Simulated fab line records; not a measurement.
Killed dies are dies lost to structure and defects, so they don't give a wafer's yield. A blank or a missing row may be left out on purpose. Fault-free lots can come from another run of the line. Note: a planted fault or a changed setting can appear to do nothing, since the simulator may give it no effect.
Split-lot experiment | flow n5Finfet | route with 1938 steps; 7 lots, 21 wafers read

SPLIT DETAILS
At N5_BEOL_M4_VIA_ETCH_34 (etches the open film in C4F6/O2, target depth 69.4 nm, time 65.9 s), the setting sourceW was moved away from the recipe's 350 W on 7 of the 21 wafers read, by -17.9% to +16.6%. For the rest of the wafers, this setting stayed at what the recipe calls for.

Reading taken at the split's own step.

THE READING
etch.depthNm (the simulator's own value, which no gauge read), in nm, at N5_BEOL_M4_VIA_ETCH_34 (etches the open film in C4F6/O2, target depth 69.4 nm, time 65.9 s). There is no usual value for it anywhere in the file. Across the 14 wafers here that went through the recipe, the average is 67.88 nm and the standard deviation 0.91 nm.

wafer  | tool, chamber at the split | sourceW as run, W | against the recipe | etch.depthNm, nm | against lot-mates on the recipe
L077.1 | rieDiel-06, 0              | 350               | recipe             | 67.45            | -
L077.2 | rieDiel-06, 3              | 350               | recipe             | 67.82            | -
L077.6 | rieDiel-06, 2              | 287.3             | -17.9%             | 62.7             | -4.93
L076.1 | rieDiel-06, 3              | 331.6             | -5.3%              | 66.97            | +0.41
L076.3 | rieDiel-06, 0              | 331.6             | -5.3%              | 65.18            | -1.38
L076.5 | rieDiel-06, 0              | 350               | recipe             | 66.56            | -
L079.4 | rieDiel-02, 1              | 350               | recipe             | 68.63            | -
L079.5 | rieDiel-02, 2              | 350               | recipe             | 68.24            | -
L079.6 | rieDiel-02, 3              | 408.1             | +16.6%             | 73.49            | +5.05
L082.2 | rieDiel-06, 0              | 350               | recipe             | 66.08            | -
L082.3 | rieDiel-06, 3              | 350               | recipe             | 68.21            | -
L082.5 | rieDiel-06, 0              | 350               | recipe             | 66.37            | -
L081.1 | rieDiel-02, 1              | 350               | recipe             | 67.8             | -
L081.5 | rieDiel-02, 2              | 404.7             | +15.6%             | 72.12            | +4.06
L081.6 | rieDiel-02, 1              | 350               | recipe             | 68.33            | -
L087.1 | rieDiel-06, 0              | 311.5             | -11.0%             | 63.65            | -4.62
L087.2 | rieDiel-06, 1              | 311.5             | -11.0%             | 67.29            | -0.98
L087.4 | rieDiel-06, 2              | 350               | recipe             | 68.27            | -
L086.1 | rieDiel-02, 2              | 350               | recipe             | 68.6             | -
L086.2 | rieDiel-02, 0              | 350               | recipe             | 68.84            | -
L086.4 | rieDiel-02, 3              | 350               | recipe             | 69.15            | -

THE FIT
A straight line over all 21 wafers: etch.depthNm changes by +0.286 nm for each +1% of sourceW; r = +0.90; the points scatter about the line by 1.1 nm.
The same after taking each lot's own level away (the mean of its wafers on the recipe; 21 wafers): +0.268 nm for each +1%; r = +0.93; scatter 0.83 nm.
On that fit, the largest move of sourceW shifts the reading by 4.8 nm.
The span of the lots' own levels, 66.560 to 68.863 nm, comes to 2.5 times the standard deviation stated above.
So the lot-to-lot level changes the slope little: the two slopes agree.
Check: for one of the wafers moved furthest among these (-17.9%), held out of the fit, the line's prediction against its lot-mates is -4.56 nm. It came out at -4.93 nm against them.

THESE WAFERS: OTHER SPLITS
These wafers also went through other splits before the reading. Each is held against what the fit with the lots' levels taken away leaves over:
other split on the same wafers  | wafers away from the commonest value | r with etch.depthNm (lot level and that fit taken away)
N5_BEOL_M2_PECVD_72 tempC       | 6                                    | +0.02
N5_BEOL_M3_HM_DEP_02 targetThkA | 8                                    | -0.09
N5_BEOL_M3_COAT_73 tempC        | 7                                    | +0.07
N5_BEOL_M3_TRENCH_ETCH_37 biasW | 6                                    | +0.42
N5_BEOL_M3_ETCH_41 targetDepthA | 8                                    | -0.08

THE FILE'S OWN FIT
etch.depthNm changes by +0.272 nm for each +1% of sourceW, r = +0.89.
